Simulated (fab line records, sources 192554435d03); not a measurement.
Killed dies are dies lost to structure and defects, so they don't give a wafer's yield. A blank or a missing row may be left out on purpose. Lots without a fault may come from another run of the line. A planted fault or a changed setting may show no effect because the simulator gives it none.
Which tool did it? | flow n5_finfet | 8 lots, 23 wafers sampled, at 2 steps of a route of 1938

WHAT THE GAUGES READ, wafer by wafer
N5_BEOL_M4_RC_MEAS_101. Usual: DIBL_N 36.2 mV/V, standard deviation 2.4; DIBL_P 36.2 mV/V, standard deviation 2.6; IOFF_N 0.16 nA/um, standard deviation 0.045; IOFF_P 0.21 nA/um, standard deviation 0.046; ION_N 674 uA/um, standard deviation 17; ION_P 463 uA/um, standard deviation 11; SS_N 71.5 mV/dec, standard deviation 0.77; SS_P 73.1 mV/dec, standard deviation 0.76; VT_N 250 mV, standard deviation 3.9; VT_P -250 mV, standard deviation 3.9.
lot  | measured     | on        | DIBL_N (mV/V)  | DIBL_P (mV/V)  | IOFF_N (nA/um) | IOFF_P (nA/um) | ION_N (uA/um) | ION_P (uA/um) | SS_N (mV/dec)  | SS_P (mV/dec)  | VT_N (mV)   | VT_P (mV)      | flag
L392 | day 7 18:56  | prober-02 | 32.4 30.5 37.0 | 31.4 28.2 37.0 | 0.10 0.07 0.18 | 0.13 0.10 0.20 | 667 649 678   | 456 448 463   | 69.5 69.5 71.2 | 71.9 70.9 73.7 | 254 261 249 | -258 -261 -252 |
L394 | day 8 10:56  | prober-01 | 36.5 37.6 35.0 | 38.4 38.5 35.3 | 0.18 0.20 0.13 | 0.25 0.26 0.19 | 678 701 649   | 464 476 453   | 71.1 71.8 70.9 | 73.2 73.6 72.6 | 247 245 255 | -246 -246 -250 |
L401 | day 11 05:39 | prober-02 | 34.9 37.4 36.3 | 35.3 36.0 35.8 | 0.14 0.19 0.16 | 0.21 0.22 0.22 | 678 669 669   | 467 460 461   | 71.3 72.6 71.0 | 72.5 73.1 73.3 | 250 248 248 | -248 -251 -249 |
L403 | day 11 09:36 | prober-01 | 37.6 31.5 36.7 | 36.0 28.5 34.3 | 0.17 0.09 0.17 | 0.26 0.14 0.23 | 671 648 681   | 466 451 471   | 71.2 69.6 71.2 | 73.7 72.5 73.0 | 250 254 246 | -246 -254 -243 |
L411 | day 13 06:20 | prober-02 | 37.1 35.6      | 36.7 35.6      | 0.18 0.15      | 0.21 0.20      | 680 657       | 467 448       | 72.7 71.6      | 73.1 73.5      | 248 252     | -250 -252      |
L412 | day 13 12:28 | prober-01 | 34.8 37.0 40.3 | 33.8 35.0 41.5 | 0.12 0.15 0.24 | 0.17 0.19 0.32 | 681 644 707   | 468 444 482   | 71.7 71.8 72.2 | 72.6 72.1 73.8 | 251 253 243 | -254 -253 -244 |
L413 | day 13 21:27 | prober-02 | 35.4 33.3 34.5 | 35.4 32.2 34.5 | 0.14 0.10 0.13 | 0.22 0.17 0.21 | 663 647 674   | 456 452 474   | 70.9 70.8 71.5 | 73.0 72.6 72.9 | 250 258 255 | -248 -251 -250 |
L414 | day 14 07:34 | prober-01 | 33.8 38.3 32.8 | 34.0 38.9 33.3 | 0.13 0.21 0.12 | 0.21 0.28 0.19 | 661 687 688   | 458 475 477   | 71.6 71.9 72.0 | 72.5 73.3 71.6 | 253 247 253 | -248 -245 -250 |

N5_BEOL_M11_OVL_MEAS_12. Usual: M11_OVL -0.2 nm, standard deviation 0.77.
lot  | measured     | on         | M11_OVL (nm)   | flag
L392 | day 9 09:34  | overlay-02 | 0.0 -0.4 -0.3  |
L394 | day 10 04:04 | overlay-02 | -0.3 -0.8 -0.3 |
L401 | day 14 02:32 | overlay-02 | -0.4 1.3 0.7   |
L403 | day 14 02:35 | overlay-02 | 0.7 2.2 0.4    |
L411 | day 15 19:10 | overlay-01 | -0.5 -0.9      |
L412 | day 15 19:29 | overlay-02 | 0.0 0.5 0.5    |
L413 | day 16 10:37 | overlay-02 | 1.0 0.3 -0.1   |
L414 | day 17 01:09 | overlay-02 | 0.3 0.4 0.7    |

WHICH TOOL RAN EACH LOT (tool, then ch and the chambers of the sampled wafers, then the start)
The record holds no process step before these readings.

WHAT THE TOOLS THEMSELVES READ (means of the sampled wafers that have a number; where no wafer has one, the mark that the record gives instead)
The record holds no such reading with a usual standard deviation.

THE ANSWER, worked out from the rows above alone
Rule: a lot is off if the mean of its wafers that have a number lies more than 3 standard deviations from the usual mean. A lot without any number at a reading at which 4 lots or more have one is off too. The other lots that the step has rows for count as sound. The gauges are gone through in route order, then the tools' own readings, and for those a lot's mean is taken as printed above. The first step at which some lot is off is used, and at that step the reading that is off furthest; a lot without a number counts as furthest.
No lot is off at any reading shown: from this, nothing can be told.

WHAT THE SIMULATOR HAD PUT IN
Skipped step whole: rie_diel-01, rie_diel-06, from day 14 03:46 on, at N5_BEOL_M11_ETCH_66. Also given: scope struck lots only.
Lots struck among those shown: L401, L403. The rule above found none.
